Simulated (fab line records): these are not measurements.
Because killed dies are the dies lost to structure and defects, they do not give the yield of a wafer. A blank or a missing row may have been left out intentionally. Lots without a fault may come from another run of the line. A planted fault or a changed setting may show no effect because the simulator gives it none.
Chamber matching / flow n5_finfet / 3 sister chambers for N5_BEOL_M8_ALD_77 on ald_metal-01
The step deposits TaN, target thk 2 nm, pulse time 2 s, purge time 3 s. 3 wafers are shown with their chamber, then 7 later ones without.

== WAFERS, EACH WITH ITS CHAMBER ==
wafer=L085.3; chamber=3; heater_power_outer_w (W)=227
wafer=L087.2; chamber=0; heater_power_outer_w (W)=225
wafer=L087.3; chamber=1; heater_power_outer_w (W)=256

== WAFERS WHOSE CHAMBER IS MISSING ==
wafer=L087.6; heater_power_outer_w (W)=227
wafer=L093.1; heater_power_outer_w (W)=260
wafer=L093.5; heater_power_outer_w (W)=226
wafer=L093.6; heater_power_outer_w (W)=252
wafer=L095.1; heater_power_outer_w (W)=232
wafer=L095.2; heater_power_outer_w (W)=229
wafer=L095.4; heater_power_outer_w (W)=255

== EACH ONE'S CHAMBER ==
wafer=L087.6; from the rows above=can't be placed: 3 or 0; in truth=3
wafer=L093.1; from the rows above=1; in truth=1
wafer=L093.5; from the rows above=can't be placed: 0 or 3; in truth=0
wafer=L093.6; from the rows above=1; in truth=1
wafer=L095.1; from the rows above=can't be placed: 3 or 0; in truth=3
wafer=L095.2; from the rows above=can't be placed: 3 or 0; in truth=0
wafer=L095.4; from the rows above=1; in truth=1
Correctly placed: 3 of 7. Cannot be placed on the basis of these rows: 4; the candidates contain the true chamber in 4. Placed wrongly: 0.
How it was worked out, from the rows above alone: a wafer's distance from a chamber is the root of the sum, over the readings, of the square of ((its reading less the chamber's mean) divided by the reading's scatter). The wafer belongs to the nearest chamber; if the next one is less than 2 further off, it can't be placed. For every chamber, the mean is computed from those of its wafers that are shown. The scatter: root of mean squared gap, hidden wafer to nearest shown wafer, with one shown wafer a chamber.
